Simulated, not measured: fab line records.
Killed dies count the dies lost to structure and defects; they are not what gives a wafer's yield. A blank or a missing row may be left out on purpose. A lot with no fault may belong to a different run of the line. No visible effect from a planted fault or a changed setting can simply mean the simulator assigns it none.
fab line records	flow n5Finfet	part 1 of 2: steps 1 to 21 of 29
[record] lots = 5	wafers = 15	lastDay = 19
route steps=1938 shown BEOL_M8@1400 BEOL_M9@1401
lots that met no fault: from a run of the same line without faults
startH: hours from the record's opening day to when the first of the lot's shown wafers began	waitH: hours from the lot's prior step to this one	" as in the row above	L1.1+2: several wafers, shown together as one row	- no value, or no start was given	* or withheld: withheld	< > ~ a bound
route shown NAME@n: NAME is a module with steps in the file, n the number in the route of the first one	usual: average and standard deviation across the fault-free wafers	same: alike in all rows	chamber/n: place in a boat	sites: per-site readings	_std_site: standard deviation of those values	_edge_site: the outer-site mean with the inner-site mean subtracted	radiusMm: for every site, how far away it sits from the centre of the wafer	mask NAME#n: copy n	behind: the last tool/chamber to shape the wafer	hold: cause of the lot's hold/its duration in hours/its outcome	device: whichever transistor did not switch (one of n, p or np)	end of line: at the end of the route, the tests of the same wafers	a step given without rows: its recipe and nothing more	killed: dies lost to structure and defects at the first sort, not the wafer's yield	map: per-die view of a wafer (x killed, . not killed, _ where there is no die)
set.NAME: the setting as run; set.NAME@STEP: as run at that earlier step	model.NAME: the simulator's own value behind a step, which no gauge read
lots at selected steps of the route; one table per step, one row per wafer
services: the hour from which a tool's chamber was out of use, counted from the record's first day as startH (under 0 if before that day), plus the number of hours and why
[[steps]]
[step N5_BEOL_M8_INSPECT_58]
[recipe] inspectInstrument = darkfield	mode = postDep
[usual] rawDefectCount = 68/24
lot.wafer	tool	chamber	startH	waitH	rawDefectCount
L075.2	defectInspect-02	-	316.49	0.0	42
L075.3	"	-	"	"	53
L075.6	"	-	"	"	87
L077.1	defectInspect-01	-	324.45	0.0	53
L077.4	"	-	"	"	84
L077.5	"	-	"	"	68
L079.1	defectInspect-02	-	324.72	0.0	47
L079.5	"	-	"	"	40
L079.6	"	-	"	"	73
L082.2	defectInspect-01	-	350.55	0.0	59
L082.4	"	-	"	"	82
L082.5	"	-	"	"	68
L087.3	defectInspect-02	-	391.92	0.0	58
L087.4	"	-	"	"	58
L087.5	"	-	"	"	49
[step N5_BEOL_M9_ILD_DEP_00]
[recipe] material = SiCOH_lowk	targetThkA = 3085.1	tempC = 300	precursor = DEMS/porogen	pressureTorr = 5	rfW = 500	timeS = 58
[usual] heaterPowerOuterW = 147/41	heaterPowerW = 321/78	showerheadPlenumPTorr = 5.737/0.018	throttleValvePct = 14.1/0.51
lot.wafer	tool	chamber	startH	waitH	heaterPowerOuterW	heaterPowerW	showerheadPlenumPTorr	throttleValvePct
L075.2	pecvd-03	0	316.53	0.0	88	218	5.730	14.0
L075.3	"	2	"	"	182	370	5.758	13.2
L075.6	"	2	"	"	187	383	5.784	13.6
L077.1	pecvd-03	2	324.48	0.0	179	374	5.773	13.3
L077.4	"	1	"	"	87	207	5.738	14.7
L077.5	"	2	"	"	183	385	5.750	13.4
L079.1	pecvd-03	2	324.77	0.0	155	330	5.780	13.6
L079.5	"	2	"	"	163	355	5.765	13.4
L079.6	"	1	"	"	130	260	5.718	14.6
L082.2	pecvd-04	0	350.59	0.0	150	377	5.732	13.9
L082.4	"	0	"	"	162	391	5.724	14.1
L082.5	"	1	"	"	148	334	5.691	14.5
L087.3	pecvd-03	2	391.95	0.0	168	363	5.769	13.7
L087.4	"	1	"	"	124	260	5.734	14.8
L087.5	"	2	"	"	174	375	5.770	13.4
[step N5_BEOL_M9_CURE_71]
[recipe] tempC = 385	timeS = 240	ambient = He/Ar	material = SiCOH_lowk
[usual] lampPowerPct = 52.32/0.059	wafer_temp_C_max = 386.8/0.61
lot.wafer	tool	chamber	startH	waitH	lampPowerPct	wafer_temp_C_max
L075.2	uvCure-03	2	316.68	0.1	52.39	386.6
L075.3	"	2	"	"	52.36	386.5
L075.6	"	2	"	"	52.35	386.7
L077.1	uvCure-02	1	324.60	0.1	52.32	386.5
L077.4	"	1	"	"	52.31	386.5
L077.5	"	1	"	"	52.29	386.4
L079.1	uvCure-01	2	324.89	0.1	52.34	386.2
L079.5	"	2	"	"	52.43	386.1
L079.6	"	2	"	"	52.40	386.1
L082.2	uvCure-03	0	350.74	0.1	52.31	387.0
L082.4	"	0	"	"	52.36	387.3
L082.5	"	0	"	"	52.25	386.4
L087.3	uvCure-03	0	392.37	0.4	52.32	387.1
L087.4	"	0	"	"	52.29	387.1
L087.5	"	0	"	"	52.25	386.6
[step N5_BEOL_M9_THK_MEAS_01]
[recipe] reads = SiCOH_lowk_of_BEOL_M9_ILD_DEP_00
[usual] M9_ILD_THK = 268/4.6
lot.wafer	tool	chamber	startH	waitH	M9_ILD_THK[nm]
L075.2	filmMetro-02	-	317.12	0.4	266
L075.3	"	-	"	"	262
L075.6	"	-	"	"	270
L077.1	filmMetro-02	-	325.12	0.4	267
L077.4	"	-	"	"	265
L077.5	"	-	"	"	272
L079.1	filmMetro-01	-	325.40	0.4	266
L079.5	"	-	"	"	271
L079.6	"	-	"	"	266
L082.2	filmMetro-02	-	351.18	0.4	263
L082.4	"	-	"	"	267
L082.5	"	-	"	"	263
L087.3	filmMetro-02	-	392.72	0.3	268
L087.4	"	-	"	"	264
L087.5	"	-	"	"	268
[step N5_BEOL_M9_PECVD_70]
[recipe] material = SiO2	targetThkA = 200	tempC = 400	precursor = TEOS/O2	pressureTorr = 5.5	rfW = 450	teosFlowSccm = 53.8	gas = O2	flowSccm = 3000	timeS = 22.7
[usual] heaterPowerOuterW = 436/72	heaterPowerW = 747/130	showerheadPlenumPTorr = 8.77/0.067	throttleValvePct = 22.7/0.81
lot.wafer	tool	chamber	startH	waitH	heaterPowerOuterW	heaterPowerW	showerheadPlenumPTorr	throttleValvePct
L075.2	pecvd-02	0	317.15	0.0	366	645	8.79	23.1
L075.3	"	2	"	"	383	724	8.83	22.3
L075.6	"	2	"	"	388	706	8.81	21.9
L077.1	pecvd-03	1	325.24	0.1	374	607	8.75	23.8
L077.4	"	1	"	"	371	600	8.76	23.7
L077.5	"	0	"	"	334	574	8.76	23.0
L079.1	pecvd-02	0	325.47	0.1	443	771	8.79	22.8
L079.5	"	1	"	"	433	687	8.75	23.2
L079.6	"	2	"	"	426	733	8.81	22.3
L082.2	pecvd-02	2	351.21	0.0	325	607	8.83	22.6
L082.4	"	0	"	"	418	736	8.79	22.7
L082.5	"	1	"	"	547	838	8.74	23.3
L087.3	pecvd-04	2	392.76	0.0	541	940	8.82	21.6
L087.4	"	0	"	"	503	909	8.75	22.6
L087.5	"	2	"	"	532	925	8.79	21.2
[step N5_BEOL_M9_HM_DEP_02]
[recipe] material = TiN	targetThkA = 200	tempC = 25	chamberPressurePa = 0.49996
[usual] throttleValvePct = 30.0/1.2
lot.wafer	tool	chamber	startH	waitH	throttleValvePct
L075.2	pvdSputter-02	-	318.61	1.4	30.5
L075.3	"	-	"	"	30.5
L075.6	"	-	"	"	30.4
L077.1	pvdSputter-03	-	326.72	1.5	28.8
L077.4	"	-	"	"	29.9
L077.5	"	-	"	"	30.0
L079.1	pvdSputter-03	-	326.82	1.3	29.9
L079.5	"	-	"	"	31.9
L079.6	"	-	"	"	30.1
L082.2	pvdSputter-02	-	351.35	0.1	28.8
L082.4	"	-	"	"	30.4
L082.5	"	-	"	"	30.5
L087.3	pvdSputter-01	-	394.34	1.6	31.9
L087.4	"	-	"	"	29.0
L087.5	"	-	"	"	31.8
[step N5_BEOL_M9_COAT_59]
[recipe] resist = SOC	tempC = 250	timeS = 60	spinRpm = 1500	resistThkNm = 100
[usual] spinSpeedRpm = 1500.0/0.99
lot.wafer	tool	chamber	startH	waitH	spinSpeedRpm
L075.2	lithoTrack-04	0	318.73	0.1	1501.7
L075.3	"	0	"	"	1500.1
L075.6	"	0	"	"	1499.6
L077.1	lithoTrack-03	0	326.86	0.1	1500.3
L077.4	"	0	"	"	1498.6
L077.5	"	0	"	"	1499.9
L079.1	lithoTrack-01	0	326.95	0.1	1499.4
L079.5	"	0	"	"	1498.9
L079.6	"	0	"	"	1498.7
L082.2	lithoTrack-01	0	351.48	0.1	1500.4
L082.4	"	0	"	"	1500.6
L082.5	"	0	"	"	1499.2
L087.3	lithoTrack-04	0	394.47	0.1	1500.3
L087.4	"	0	"	"	1499.5
L087.5	"	0	"	"	1499.5
[step N5_BEOL_M9_COAT_60]
[recipe] resist = SiARC	tempC = 220	timeS = 60	spinRpm = 1500	resistThkNm = 30
[usual] spinSpeedRpm = 1500.0/0.97
lot.wafer	tool	chamber	startH	waitH	spinSpeedRpm
L075.2	lithoTrack-04	0	-	-	1499.4
L075.3	"	0	"	"	1500.2
L075.6	"	0	"	"	1499.5
L077.1	lithoTrack-03	0	-	-	1498.6
L077.4	"	0	"	"	1500.4
L077.5	"	0	"	"	1499.8
L079.1	lithoTrack-01	0	-	-	1498.9
L079.5	"	0	"	"	1500.4
L079.6	"	0	"	"	1500.6
L082.2	lithoTrack-01	0	-	-	1500.0
L082.4	"	0	"	"	1500.5
L082.5	"	0	"	"	1500.6
L087.3	lithoTrack-04	0	-	-	1500.2
L087.4	"	0	"	"	1499.6
L087.5	"	0	"	"	1501.4
[step N5_BEOL_M9_COAT_05]
[recipe] resist = CAR-ArF	spinRpm = 1500	resistThkNm = 90
[usual] spinSpeedRpm = 1500.0/0.87
lot.wafer	tool	chamber	startH	waitH	spinSpeedRpm
L075.2	lithoTrack-04	0	-	-	1499.3
L075.3	"	0	"	"	1501.1
L075.6	"	0	"	"	1500.5
L077.1	lithoTrack-03	0	-	-	1499.2
L077.4	"	0	"	"	1500.4
L077.5	"	0	"	"	1499.9
L079.1	lithoTrack-01	0	-	-	1497.6
L079.5	"	0	"	"	1499.4
L079.6	"	0	"	"	1499.7
L082.2	lithoTrack-01	0	-	-	1499.5
L082.4	"	0	"	"	1499.8
L082.5	"	0	"	"	1499.5
L087.3	lithoTrack-04	0	-	-	1501.6
L087.4	"	0	"	"	1501.4
L087.5	"	0	"	"	1499.8
[step N5_BEOL_M9_EBR_07]
[recipe] solvent = PGMEA	ebrWidthMm = 1.5
lot.wafer	tool	chamber	startH	waitH
L075.2+3+6	lithoTrack-04	0	-	-
L077.1+4+5	lithoTrack-03	0	-	-
L079.1+5+6	lithoTrack-01	0	-	-
L082.2+4+5	lithoTrack-01	0	-	-
L087.3+4+5	lithoTrack-04	0	-	-
[step N5_BEOL_M9_SOFTBAKE_06]
[recipe] tempC = 110	timeS = 60	resist = CAR-ArF
lot.wafer	tool	chamber	startH	waitH
L075.2+3+6	lithoTrack-04	0	-	-
L077.1+4+5	lithoTrack-03	0	-	-
L079.1+5+6	lithoTrack-01	0	-	-
L082.2+4+5	lithoTrack-01	0	-	-
L087.3+4+5	lithoTrack-04	0	-	-
[step N5_BEOL_M9_EXPOSE_08]
[recipe] maskId = M9	na = 1.35	sourceShape = dipole	sigmaInner = 0.411	sigmaOuter = 0.611	polarization = te	doseMj = 53.75
[usual] stageVelMmS = 500.00/0.23
[same] sigmaOuter = 0.611
lot.wafer	tool	chamber	startH	waitH	mask	stageVelMmS
L075.2	arfiScanner-03	0	318.98	-	M9#0	500.24
L075.3	"	0	"	"	M9#0	500.44
L075.6	"	0	"	"	M9#0	500.18
L077.1	arfiScanner-03	0	327.28	-	M9#0	499.93
L077.4	"	0	"	"	M9#0	500.14
L077.5	"	0	"	"	M9#0	500.33
L079.1	arfiScanner-03	0	327.32	-	M9#0	500.01
L079.5	"	0	"	"	M9#0	500.03
L079.6	"	0	"	"	M9#0	499.94
L082.2	arfiScanner-03	0	351.60	-	M9#0	499.76
L082.4	"	0	"	"	M9#0	499.53
L082.5	"	0	"	"	M9#0	500.02
L087.3	arfiScanner-02	0	394.73	-	M9#0	500.01
L087.4	"	0	"	"	M9#0	499.89
L087.5	"	0	"	"	M9#0	500.13
[step N5_BEOL_M9_PEB_09]
[recipe] pebTempC = withheld	pebTimeS = 60	resist = CAR-ArF
lot.wafer	tool	chamber	startH	waitH
L075.2+3+6	lithoTrack-04	0	319.04	0.1
L077.1+4+5	lithoTrack-01	0	327.34	0.1
L079.1+5+6	lithoTrack-04	0	327.38	0.1
L082.2+4+5	lithoTrack-01	0	351.65	0.0
L087.3+4+5	lithoTrack-01	0	394.78	0.0
[step N5_BEOL_M9_DEVELOP_10]
[recipe] developTimeS = 30	developer = TMAH	resist = CAR-ArF	rinseLiquid = diw	dry = airSpin	devTempC = 23
lot.wafer	tool	chamber	startH	waitH
L075.2+3+6	lithoTrack-04	0	-	-
L077.1+4+5	lithoTrack-01	0	-	-
L079.1+5+6	lithoTrack-04	0	-	-
L082.2+4+5	lithoTrack-01	0	-	-
L087.3+4+5	lithoTrack-01	0	-	-
[step N5_BEOL_M9_CD_MEAS_11]
[recipe] targetCdNm = 64.1	landingEnergyEv = 500	detector = seInlens	polarity = opening
[usual] cdNm = 64.2/0.64
lot.wafer	tool	chamber	startH	waitH	cdNm
L075.2	cdSem-02	0	319.11	-	64.2
L075.3	"	0	"	"	63.6
L075.6	"	0	"	"	64.9
L077.1	cdSem-02	0	327.40	-	64.0
L077.4	"	0	"	"	64.8
L077.5	"	0	"	"	63.7
L079.1	cdSem-01	0	327.44	-	64.4
L079.5	"	0	"	"	64.6
L079.6	"	0	"	"	63.8
L082.2	cdSem-01	0	351.72	-	64.2
L082.4	"	0	"	"	62.9
L082.5	"	0	"	"	64.0
L087.3	cdSem-03	0	394.84	-	64.0
L087.4	"	0	"	"	64.9
L087.5	"	0	"	"	64.7
[step N5_BEOL_M9_OVL_MEAS_12]
[recipe] pointsPerWafer = 44
[usual] M9_OVL = -0.5/0.76
lot.wafer	tool	chamber	startH	waitH	M9_OVL[nm]
L075.2	overlay-02	0	319.14	0.0	-0.9
L075.3	"	0	"	"	-1.3
L075.6	"	0	"	"	-1.4
L077.1	overlay-02	0	327.43	0.0	-0.2
L077.4	"	0	"	"	-2.1
L077.5	"	0	"	"	-0.4
L079.1	overlay-02	0	327.47	0.0	0.2
L079.5	"	0	"	"	0.4
L079.6	"	0	"	"	-0.6
L082.2	overlay-01	0	351.75	0.0	-0.5
L082.4	"	0	"	"	-1.6
L082.5	"	0	"	"	-1.7
L087.3	overlay-01	0	394.87	0.0	-1.7
L087.4	"	0	"	"	-2.4
L087.5	"	0	"	"	0.1
[step N5_BEOL_M9_INSPECT_13]
[recipe] mode = adi	inspectInstrument = brightfield
[usual] rawDefectCount = 400/99
lot.wafer	tool	chamber	startH	waitH	rawDefectCount
L075.2	defectInspect-01	-	319.16	0.0	383
L075.3	"	-	"	"	356
L075.6	"	-	"	"	587
L077.1	defectInspect-02	-	327.46	0.0	417
L077.4	"	-	"	"	376
L077.5	"	-	"	"	455
L079.1	defectInspect-02	-	327.50	0.0	447
L079.5	"	-	"	"	377
L079.6	"	-	"	"	395
L082.2	defectInspect-02	-	351.77	0.0	362
L082.4	"	-	"	"	294
L082.5	"	-	"	"	284
L087.3	defectInspect-02	-	394.90	0.0	303
L087.4	"	-	"	"	344
L087.5	"	-	"	"	321
[step N5_BEOL_M9_DESCUM_16]
[recipe] chemistry = O2	timeS = 7.9	sourcePowerW = 50	biasPowerW = 20	pressureMtorr = 20	rfFrequencyHz = 2.712e+07	tempC = 40	resist = CAR-ArF	o2FlowSccm = 225
[usual] chamberPressureMTorr = 19.999/0.018	drypumpMotorCurrentA = 5.6/0.4	oesProductAu = 0.78/0.084	rfVppV = 243.2/1.5	showerheadPlenumPTorr = 2.09/0.082	throttleValvePct = 20.4/0.34
lot.wafer	tool	chamber	startH	waitH	chamberPressureMTorr	drypumpMotorCurrentA	oesProductAu	rfHoursCounterH	rfVppV	showerheadPlenumPTorr	throttleValvePct
L075.2	rieDiel-06	2	319.19	0.0	19.985	5.8	0.68	212	244.1	2.13	19.9
L075.3	"	3	"	"	19.997	5.4	0.89	34	244.3	2.19	20.4
L075.6	"	0	"	"	20.016	5.7	0.89	-	241.6	2.06	20.1
L077.1	rieDiel-02	2	327.75	0.3	19.982	5.8	0.68	229	242.2	1.98	20.7
L077.4	"	1	"	"	20.011	4.8	0.74	-	242.8	2.11	20.9
L077.5	"	2	"	"	20.015	5.9	0.68	-	241.9	1.98	20.7
L079.1	rieDiel-03	1	327.75	0.3	20.003	5.9	0.96	9	245.0	2.13	20.0
L079.5	"	2	"	"	19.988	6.0	0.68	-	242.4	1.97	20.2
L079.6	"	3	"	"	19.998	6.5	0.72	-	244.7	2.09	20.4
L082.2	rieDiel-02	1	351.81	0.0	19.976	4.8	0.74	200	242.3	2.11	20.9
L082.4	"	2	"	"	20.047	5.8	0.67	238	241.0	1.97	20.7
L082.5	"	3	"	"	20.002	5.4	0.78	-	245.8	2.21	20.2
L087.3	rieDiel-02	0	395.51	0.6	20.019	5.8	0.76	143	242.6	1.99	20.4
L087.4	"	0	"	"	19.995	5.8	0.75	-	241.5	1.99	20.5
L087.5	"	1	"	"	19.996	4.8	0.73	-	241.3	2.10	21.0
[step N5_BEOL_M9_ETCH_61]
[recipe] chemistry = CF4	target = SiARC	targetDepthA = 390	maskMaterial = CAR-ArF	timeS = 65	ionEnergyEv = 80	pressureMtorr = 40	sourceW = 545	biasW = 36	Ar_flow_sccm = 100	cf4FlowSccm = 100	ends = cleared
[usual] biasW = 35.99/0.11	chamberPressureMTorr = 40.00/0.034	drypumpMotorCurrentA = 5.6/0.4	etchRfOnTimeS = 64.7/1.9	oesProductAu = 0.67/0.074	rfVppV = 184.1/1.2	showerheadPlenumPTorr = 2.15/0.079	throttleValvePct = 15.7/0.34
lot.wafer	tool	chamber	startH	waitH	biasW	chamberPressureMTorr	drypumpMotorCurrentA	etchRfOnTimeS	oesProductAu	rfHoursCounterH	rfVppV	showerheadPlenumPTorr	throttleValvePct
L075.2	rieDiel-06	2	319.23	0.0	35.90	40.04	5.8	66.4	0.59	212	183.3	2.21	15.4
L075.3	"	3	"	"	35.81	40.01	5.4	64.2	0.77	34	187.0	2.28	15.8
L075.6	"	0	"	"	36.25	40.04	5.7	64.0	0.76	-	183.0	2.11	15.3
L077.1	rieDiel-02	2	327.78	0.0	35.97	39.96	5.9	67.5	0.58	229	182.3	2.04	16.1
L077.4	"	1	"	"	35.88	40.00	4.8	62.3	0.65	-	183.4	2.15	16.0
L077.5	"	2	"	"	35.99	39.94	5.9	67.5	0.57	-	182.4	2.04	16.1
L079.1	rieDiel-03	1	327.79	0.0	36.10	40.00	5.9	64.3	0.83	9	185.3	2.18	15.2
L079.5	"	2	"	"	35.98	39.98	6.0	64.3	0.58	-	183.1	2.02	15.4
L079.6	"	3	"	"	35.86	40.02	6.4	66.5	0.62	-	185.1	2.16	15.8
L082.2	rieDiel-02	1	351.84	0.0	35.88	40.00	4.8	63.1	0.64	200	184.5	2.15	16.0
L082.4	"	2	"	"	36.16	40.05	5.8	67.9	0.56	238	181.5	2.04	16.1
L082.5	"	3	"	"	36.17	39.99	5.4	64.7	0.67	-	185.3	2.25	15.4
L087.3	rieDiel-02	0	395.55	0.0	36.02	39.95	5.8	62.8	0.66	143	183.6	2.08	15.8
L087.4	"	0	"	"	36.05	39.97	5.8	62.4	0.66	-	183.0	2.08	15.8
L087.5	"	1	"	"	35.97	39.95	4.8	63.2	0.63	-	183.4	2.15	16.0
[step N5_BEOL_M9_ETCH_62]
[recipe] chemistry = N2/H2	target = SOC	targetDepthA = 1100	overetchA = 220	maskMaterial = SiARC	tempC = 40	timeS = 165	ionEnergyEv = 200	pressureMtorr = 30	sourceW = 840	biasW = 150	n2FlowSccm = 200	h2FlowSccm = 200
[usual] biasW = 150.0/0.43	chamberPressureMTorr = 29.997/0.028	drypumpMotorCurrentA = 5.6/0.4	oesProductAu = 0.67/0.067	rfVppV = 523.7/3	showerheadPlenumPTorr = 2.53/0.11	throttleValvePct = 17.8/0.31
lot.wafer	tool	chamber	startH	waitH	biasW	chamberPressureMTorr	drypumpMotorCurrentA	oesProductAu	rfHoursCounterH	rfVppV	showerheadPlenumPTorr	throttleValvePct
L075.2	rieDiel-06	2	319.28	0.0	149.7	29.999	5.8	0.60	212	524.8	2.62	17.5
L075.3	"	3	"	"	151.1	29.981	5.4	0.76	34	527.8	2.71	18.1
L075.6	"	0	"	"	150.1	29.981	5.7	0.74	-	521.6	2.47	17.3
L077.1	rieDiel-02	2	327.83	0.0	150.3	29.987	5.9	0.58	229	520.2	2.42	18.2
L077.4	"	1	"	"	150.2	29.979	4.9	0.63	-	524.9	2.52	18.1
L077.5	"	2	"	"	150.3	30.005	5.9	0.59	-	519.7	2.42	18.2
L079.1	rieDiel-03	1	327.84	0.0	149.4	29.947	5.9	0.81	9	526.0	2.60	17.4
L079.5	"	2	"	"	150.6	29.931	6.0	0.58	-	519.2	2.40	17.7
L079.6	"	3	"	"	149.6	30.035	6.4	0.62	-	525.0	2.52	17.7
L082.2	rieDiel-02	1	351.89	0.0	149.5	29.993	4.8	0.62	200	522.9	2.51	18.1
L082.4	"	2	"	"	149.8	30.039	5.8	0.57	238	521.8	2.42	18.3
L082.5	"	3	"	"	150.0	29.999	5.4	0.68	-	527.9	2.67	17.6
L087.3	rieDiel-02	0	395.60	0.0	149.7	29.957	5.8	0.64	143	520.2	2.42	17.8
L087.4	"	0	"	"	149.7	29.980	5.8	0.64	-	519.8	2.42	17.7
L087.5	"	1	"	"	150.5	30.023	4.8	0.62	-	522.9	2.51	18.2
[step N5_BEOL_M9_STRIP_68]
[recipe] chemistry = N2/H2	tempC = 40	n2FlowSccm = 200	h2FlowSccm = 200	rfFrequencyHz = 6e+07
lot.wafer	tool	chamber	startH	waitH
L075.2+3+6	rieDiel-06	2,3,0	319.41	0.1
L077.1+4+5	rieDiel-02	2,1,2	327.97	0.1
L079.1+5+6	rieDiel-03	1,2,3	327.97	0.1
L082.2+4+5	rieDiel-02	1,2,3	352.03	0.1
L087.3+4+5	rieDiel-02	0,0,1	395.73	0.1
